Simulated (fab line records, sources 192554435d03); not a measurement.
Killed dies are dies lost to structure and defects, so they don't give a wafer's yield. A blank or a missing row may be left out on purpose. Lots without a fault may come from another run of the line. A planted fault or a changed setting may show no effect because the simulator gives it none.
fab line records | flow n5_finfet | part 2 of 2: steps 8 to 8 of 8
record lots=13 wafers=36 last_day=16
route steps=1938 shown BEOL_M9@1422 BEOL_M15@1830
lots that met no fault: from a run of the same line without faults
start_h: hours from the record's first day to the start of the lot's first wafer shown | wait_h: hours since the lot's step before | " the same as in the row above | L1.1+2: a row that stands for several wafers | - no value, or no start given | * or withheld: withheld | < > ~ a bound
route shown NAME@n: a module of which the file shows steps, and the number in the route of the first | usual: mean/standard deviation of fault-free wafers | same: alike in all rows | chamber/n: place in a boat | sites: the reading at each site | _std_site: their standard deviation | _edge_site: outer sites' mean less inner sites' | radius_mm: how far each site lies from the wafer's centre | mask NAME#n: copy n | behind: the tool/chamber that last shaped the wafer | hold: why the lot was held/for how many hours/how that ended | device: the transistor (n, p or np) that didn't switch | end of line: the same wafers' tests at the end of the route | a step without rows: its recipe alone | killed: dies lost to structure and defects at the first sort, not the wafer's yield | map: a wafer's dies, x killed, . not, _ none there
set.NAME: the setting as run; set.NAME@STEP: as run at that earlier step | model.NAME: the simulator's own value behind a step, which no gauge read
steps of the route over a sample of lots; a table a step, a row a wafer
services: from which hour (start_h, from the record's first day; less than 0 if before it) a tool's chamber was out of use, for how many hours, and why
## steps
# step N5_BEOL_M15_RC_MEAS_101
# usual etest_temp_c=24.99/0.11 COMB_M10=1.4e-11/2.8e-12 COMB_M11=1.37e-11/2.9e-12 COMB_M12=5.7e-12/1.3e-12 COMB_M12_max_site=8.4e-12/2.1e-12 COMB_M13=4.2e-12/8.2e-13 COMB_M14=2.9e-12/7.7e-13 COMB_M15=1.9e-12/6.3e-13 COMB_M5=3.6e-11/7.3e-12 COMB_M6=2.4e-11/5.4e-12 COMB_M7=2.5e-11/5.2e-12 COMB_M8=2.4e-11/4.9e-12 SERP_M10=3.02/0.076 SERP_M11=3.04/0.08 SERP_M12=0.634/0.014 SERP_M12_max_site=0.648/0.015 SERP_M13=0.308/0.0066 SERP_M14=0.1579/0.003 SERP_M5=38.8/1.6 SERP_M6=13.5/0.52 SERP_M7=13.4/0.56 SERP_M8=13.5/0.46 SERP_M8_max_site=14.2/0.62 SERP_M9=3.04/0.08 SERP_M9_max_site=3.13/0.079
# columns lot.wafer tool chamber start_h wait_h etest_temp_c COMB_M10[S/m] COMB_M11[S/m] COMB_M12[S/m] COMB_M12_max_site[S/m] COMB_M13[S/m] COMB_M14[S/m] COMB_M15[S/m] COMB_M5[S/m] COMB_M6[S/m] COMB_M7[S/m] COMB_M8[S/m] SERP_M10[ohm/um] SERP_M11[ohm/um] SERP_M12[ohm/um] SERP_M12_max_site[ohm/um] SERP_M13[ohm/um] SERP_M14[ohm/um] SERP_M5[ohm/um] SERP_M6[ohm/um] SERP_M7[ohm/um] SERP_M8[ohm/um] SERP_M8_max_site[ohm/um] SERP_M9[ohm/um] SERP_M9_max_site[ohm/um]
L535.2 prober-01 0 275.84 0.2 25.02 1.55e-11 1.61e-11 6.2e-12 9.2e-12 5e-12 3.5e-12 2.8e-12 3.5e-11 2.5e-11 3.5e-11 2.7e-11 2.93 3.19 0.648 0.664 0.302 0.1546 34.9 13.2 13.5 13.1 14.0 2.92 2.95
L535.3 " 0 " " 24.98 1.54e-11 1.35e-11 6.3e-12 8.4e-12 3.7e-12 3.3e-12 2.3e-12 5e-11 4.9e-11 3.4e-11 3e-11 3.05 3.10 0.640 0.655 0.319 0.1598 38.1 13.3 13.1 13.9 14.3 3.20 3.25
L535.5 " 0 " " 25.26 1.69e-11 1.4e-11 1.03e-11 1.2e-11 4.1e-12 3.6e-12 3e-12 2.9e-11 2.8e-11 2.7e-11 2.5e-11 2.89 3.20 0.623 0.632 0.309 0.1592 39.3 13.9 12.9 13.0 13.3 3.13 3.17
L534.3 prober-01 0 287.87 0.3 25.17 1.45e-11 9.9e-12 7.2e-12 9.2e-12 4.2e-12 3.7e-12 2.1e-12 3.7e-11 2.1e-11 2.2e-11 2.4e-11 3.10 3.27 0.648 0.664 0.304 0.1582 40.4 13.7 13.3 13.6 14.3 2.85 3.01
L534.4 " 0 " " 25.23 1.21e-11 1.11e-11 6.7e-12 8.6e-12 5.4e-12 3.3e-12 2.6e-12 2.4e-11 2.5e-11 3e-11 2.6e-11 3.04 3.17 0.638 0.653 0.298 0.1626 39.9 13.9 14.1 13.5 14.1 3.08 3.23
L534.5 " 0 " " 25.10 1.15e-11 1.27e-11 6.3e-12 8.7e-12 2.4e-12 3.7e-12 3.3e-12 4.4e-11 2.4e-11 3.6e-11 1.8e-11 3.08 3.23 0.654 0.674 0.304 0.1607 40.4 14.0 13.9 13.8 14.4 3.07 3.17
L536.1 prober-02 0 290.93 0.0 24.97 1.45e-11 2.34e-11 4.3e-12 6.2e-12 4.2e-12 1.7e-12 2e-12 2.5e-11 2.9e-11 3.3e-11 2.5e-11 2.98 3.15 0.672 0.681 0.310 0.1557 37.0 13.2 13.0 13.8 14.5 3.14 3.23
L536.2 " 0 " " 24.87 1.17e-11 1.62e-11 3.4e-12 5.9e-12 3.8e-12 2e-12 2.2e-12 2.5e-11 3.4e-11 2.3e-11 2.3e-11 2.98 3.00 0.646 0.651 0.303 0.1565 38.7 13.2 13.0 12.9 13.3 2.90 3.00
L536.4 " 0 " " 24.93 1.62e-11 8.4e-12 5.2e-12 5.8e-12 4.5e-12 2.9e-12 1.3e-12 2.2e-11 2.5e-11 3e-11 2e-11 2.98 3.01 0.649 0.664 0.316 0.1596 38.8 12.8 12.3 13.7 14.5 2.97 3.11
L538.2 prober-02 0 301.30 0.2 24.92 2.04e-11 1.13e-11 5.7e-12 7.3e-12 5.6e-12 2e-12 1.6e-12 4.7e-11 2.5e-11 2.4e-11 2.9e-11 3.09 3.15 0.633 0.650 0.327 0.1547 38.8 14.3 13.5 13.5 14.8 2.94 3.06
L538.3 " 0 " " 25.09 1.93e-11 1.02e-11 3.9e-12 7.1e-12 3.2e-12 2.5e-12 1.6e-12 3.9e-11 3.5e-11 2.2e-11 2.6e-11 3.05 3.13 0.625 0.649 0.302 0.1541 38.7 12.9 13.5 13.0 13.4 2.92 3.01
L538.6 " 0 " " 24.89 1.13e-11 1.27e-11 4.6e-12 6.8e-12 3.2e-12 1.9e-12 5e-13 4.8e-11 2.1e-11 2.1e-11 2e-11 3.11 3.10 0.640 0.653 0.325 0.1550 36.7 13.8 12.6 13.8 14.3 2.94 3.02
L539.2 prober-01 0 303.80 0.2 25.18 1.06e-11 1.51e-11 5.6e-12 6.9e-12 5e-12 4.6e-12 2.2e-12 3.6e-11 1.7e-11 2.5e-11 1.6e-11 3.06 3.20 0.621 0.630 0.298 0.1581 38.7 13.6 14.1 13.5 14.1 3.07 3.15
L539.3 " 0 " " 25.05 1.19e-11 1.01e-11 5e-12 6.7e-12 5e-12 3.1e-12 2.5e-12 3.2e-11 1.9e-11 2.9e-11 2.4e-11 2.98 3.02 0.641 0.653 0.314 0.1581 39.6 12.9 13.1 13.8 14.1 2.96 3.05
L539.4 " 0 " " 25.03 1.31e-11 1.34e-11 3.7e-12 7.8e-12 5.4e-12 3.7e-12 2.8e-12 2.9e-11 1.9e-11 2.8e-11 1.5e-11 3.04 3.03 0.622 0.638 0.303 0.1609 39.5 13.6 13.4 13.1 13.4 3.08 3.19
L542.1 prober-02 0 313.70 0.0 25.02 1.38e-11 1.12e-11 5.6e-12 8.3e-12 3.5e-12 3.5e-12 1.5e-12 2.4e-11 1.9e-11 3.3e-11 2.2e-11 2.99 2.91 0.610 0.621 0.307 0.1586 37.1 13.2 12.9 13.1 13.5 3.05 3.16
L542.6 " 0 " " 24.93 1.16e-11 1.05e-11 4.5e-12 8.5e-12 3.3e-12 1.8e-12 2.2e-12 3.1e-11 2.6e-11 2.1e-11 2.1e-11 3.02 3.03 0.631 0.636 0.310 0.1619 39.0 13.0 12.7 13.6 14.1 3.09 3.19
L540.2 prober-01 0 314.70 0.6 24.92 1.5e-11 1.49e-11 7.4e-12 9e-12 6.5e-12 2.7e-12 1.7e-12 3.4e-11 2.8e-11 2.3e-11 2e-11 3.08 2.97 0.619 0.640 0.301 0.1561 37.4 13.5 13.8 14.6 15.7 3.03 3.21
L540.4 " 0 " " 24.98 1.54e-11 1.69e-11 6.4e-12 8.7e-12 4.6e-12 3e-12 1.5e-12 4e-11 1.6e-11 3e-11 1.9e-11 3.00 3.07 0.639 0.653 0.308 0.1635 37.1 13.3 12.9 14.0 14.3 2.95 3.16
L540.5 " 0 " " 24.89 1.75e-11 1.66e-11 6.7e-12 1.2e-11 5e-12 3.8e-12 2e-12 4.1e-11 2e-11 2.8e-11 1.8e-11 3.01 3.01 0.643 0.660 0.312 0.1633 40.1 12.7 14.1 13.9 14.2 2.94 3.12
L541.5 prober-01 0 321.97 0.6 24.91 1.28e-11 1.48e-11 4.8e-12 5.8e-12 4.6e-12 2.3e-12 2.2e-12 3.2e-11 1.7e-11 2.3e-11 2.7e-11 2.96 3.10 0.629 0.641 0.300 0.1565 37.9 14.7 13.4 13.6 15.1 3.07 3.22
L541.6 " 0 " " 24.94 1.45e-11 1e-11 8.6e-12 1.21e-11 4.6e-12 2.1e-12 2.2e-12 3.8e-11 3e-11 1.5e-11 2.5e-11 3.02 3.08 0.635 0.657 0.310 0.1620 36.7 14.0 13.2 13.3 14.2 3.01 3.11
L543.4 prober-02 0 334.06 0.5 25.07 1.19e-11 1.33e-11 4.5e-12 1.12e-11 4.3e-12 1.8e-12 1.4e-12 3.1e-11 1.7e-11 2.4e-11 2.4e-11 3.11 2.94 0.622 0.632 0.299 0.1575 36.5 13.0 13.1 13.0 13.3 3.17 3.23
L543.5 " 0 " " 25.16 1.35e-11 1.44e-11 4.9e-12 8.3e-12 5.6e-12 2.2e-12 1.3e-12 2.1e-11 2.2e-11 2.5e-11 2.5e-11 3.02 2.96 0.617 0.626 0.303 0.1591 35.1 13.2 14.2 13.3 13.6 3.13 3.29
L543.6 " 0 " " 25.00 1.57e-11 1.81e-11 7.2e-12 1.13e-11 3.8e-12 3.1e-12 1.4e-12 3.7e-11 2.4e-11 2.5e-11 3.3e-11 2.98 2.99 0.622 0.639 0.316 0.1597 38.6 13.1 13.0 13.2 13.7 3.07 3.11
L545.1 prober-02 0 347.85 1.0 24.87 1.5e-11 1.31e-11 6.2e-12 6.3e-12 4e-12 3.4e-12 2.3e-12 3.4e-11 2.2e-11 3.4e-11 2.6e-11 3.07 2.95 0.626 0.636 0.308 0.1543 38.6 13.7 14.6 13.5 13.9 3.17 3.29
L545.5 " 0 " " 24.96 8.6e-12 1.34e-11 5e-12 8.1e-12 3e-12 2.4e-12 1.2e-12 4.1e-11 2.2e-11 2e-11 3.1e-11 3.14 3.11 0.635 0.655 0.307 0.1557 36.7 13.8 13.7 13.1 13.6 2.95 3.01
L551.1 prober-02 0 364.86 0.2 25.02 1.75e-11 1.3e-11 5.1e-12 8.9e-12 6e-12 3.1e-12 1.3e-12 3.4e-11 2.6e-11 3.1e-11 2.1e-11 3.08 2.85 0.648 0.658 0.302 0.1538 38.1 12.7 13.9 13.6 13.8 4.77 4.84
L551.3 " 0 " " 24.88 1.46e-11 1.34e-11 7.1e-12 8.2e-12 4.2e-12 3.1e-12 1.7e-12 3.7e-11 2.2e-11 2.3e-11 2.2e-11 3.05 2.97 0.656 0.667 0.320 0.1526 38.8 13.6 13.3 12.7 14.0 4.77 4.88
L551.6 " 0 " " 24.82 1.12e-11 1.08e-11 4.4e-12 5.8e-12 4.8e-12 2.8e-12 1.9e-12 3.7e-11 2.4e-11 2.7e-11 2.5e-11 2.99 3.08 0.634 0.651 0.319 0.1564 34.9 12.9 13.7 13.3 13.9 4.74 4.97
L550.1 prober-02 0 369.37 0.0 25.15 1.67e-11 1.25e-11 6.1e-12 8.3e-12 2.9e-12 1e-12 2.2e-12 4.8e-11 2.6e-11 2.9e-11 1.9e-11 3.12 2.90 0.633 0.644 0.321 0.1580 37.1 12.8 13.3 13.9 14.4 4.87 4.94
L550.2 " 0 " " 24.99 1.24e-11 1.13e-11 5.2e-12 1.47e-11 2.2e-12 2.7e-12 1.6e-12 4.9e-11 2e-11 2.8e-11 2.9e-11 3.06 2.86 0.606 0.616 0.303 0.1629 40.6 13.0 12.8 13.9 14.5 4.72 4.87
L550.3 " 0 " " 25.13 1.15e-11 1.16e-11 5.3e-12 6.7e-12 3.3e-12 1e-12 2.4e-12 4.8e-11 2.4e-11 1.7e-11 2.3e-11 3.00 2.97 0.612 0.635 0.306 0.1588 38.0 12.5 12.8 12.9 13.6 4.84 5.02
L552.1 prober-01 0 369.82 0.0 24.95 1.07e-11 1.83e-11 5.6e-12 8.5e-12 4.5e-12 3.5e-12 1.5e-12 3.3e-11 2e-11 2.3e-11 2.2e-11 3.00 3.16 0.648 0.662 0.312 0.1599 39.2 13.3 13.4 14.0 15.2 4.89 5.09
L552.4 " 0 " " 24.92 1.31e-11 1.16e-11 8.2e-12 1.06e-11 4.2e-12 3.1e-12 2.3e-12 3.7e-11 2.8e-11 2.1e-11 1.9e-11 2.96 3.12 0.628 0.640 0.302 0.1598 40.1 12.7 13.7 13.7 14.0 4.54 4.63
L552.5 " 0 " " 24.91 1.03e-11 1.25e-11 7.3e-12 1.43e-11 4.7e-12 3.6e-12 2.6e-12 4.2e-11 2.6e-11 2.3e-11 2.7e-11 2.99 3.13 0.645 0.659 0.309 0.1565 44.0 13.2 12.2 14.0 14.7 4.52 4.74
# sites SERP_M9 radius_mm=0,75,75,75,75,140,140,140,140
L535.2 2.89 2.93 2.88 2.91 2.92 2.93 2.95 2.91 2.95
L534.3 2.74 2.80 2.80 2.82 2.85 2.96 2.90 2.89 3.01
L536.1 3.11 3.21 3.20 3.09 3.23 3.13 3.14 3.08 3.20
L538.2 2.83 2.94 2.90 2.92 2.94 3.03 3.06 2.99 3.04
L539.2 3.02 3.07 3.07 3.06 3.05 3.08 3.15 3.10 3.15
L542.1 3.10 3.12 3.11 3.05 3.16 2.95 2.97 2.89 3.01
L540.2 2.95 2.98 3.03 3.02 2.97 3.20 3.15 3.21 3.14
L541.5 2.95 3.04 3.03 3.07 3.05 3.19 3.21 3.22 3.18
L543.4 3.23 3.17 3.20 3.22 3.13 3.10 3.14 3.18 3.03
L545.1 3.29 3.24 3.17 3.22 3.21 3.02 3.06 3.06 3.02
L551.1 4.74 4.71 4.75 4.84 4.77 4.71 4.81 4.84 4.81
L550.1 4.94 4.94 4.90 4.91 4.87 4.66 4.75 4.65 4.67
L552.1 4.79 4.85 4.82 4.85 4.89 5.09 5.09 5.07 5.09
## services
# columns tool chamber start_h hours kind
rie_diel-03 0 239.43 7.2 repair
rie_diel-02 0 259.82 6.2 repair
rie_diel-02 2 266.34 - clean
rie_diel-02 2 266.34 - consumable_replace:focus_ring
rie_diel-02 2 266.34 18.4 scheduled_down
rie_diel-02 2 266.34 18.4 vent_cycle
rie_diel-04 2 277.56 5.6 repair
rie_metal-02 1 281.50 1.1 repair
## key
first_sign step=N5_BEOL_M9_TRENCH_ETCH_37 reading=time_s direction=down sigmas=99+ usual=* struck=*
effect step=N5_BEOL_M9_TRENCH_ETCH_37 reading=run_length_s direction=down sigmas=30 usual=* struck=*
effect step=N5_BEOL_M9_OCD_MEAS_38 reading=trench_depth_nm direction=down sigmas=18 usual=151.9 struck=105.5
effect step=N5_BEOL_M9_THK_MEAS_53 reading=M9_THK direction=down sigmas=15 usual=142 struck=95
effect step=N5_BEOL_M9_RS_MEAS_57 reading=M9_RS direction=up sigmas=26 usual=0.150 struck=0.237
effect step=N5_BEOL_M15_RC_MEAS_101 reading=SERP_M9 direction=up sigmas=21 usual=3.04 struck=4.74
met_at N5_BEOL_M9_TRENCH_ETCH_37
struck_lots L550,L551,L552
sort_left_out L550.1,L550.2,L550.3,L551.1,L551.3,L551.6,L552.1,L552.4,L552.5
not_acting_at N5_BEOL_M9_HM_OPEN_17,N5_BEOL_M9_ETCH_66,N5_BEOL_M9_CD_MEAS_35
onset_between 262.90 314.51
fault kind=recipe_version_skew tool=rie_diel-02,rie_diel-03,rie_diel-04 chamber=- onset_h=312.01 steps=N5_BEOL_M9_TRENCH_ETCH_37 wrong_recipe.time_s=*
# sort_left_out: the simulated sort isn't trusted on such a fault, so these wafers' sort isn't shown, and their yield isn't known
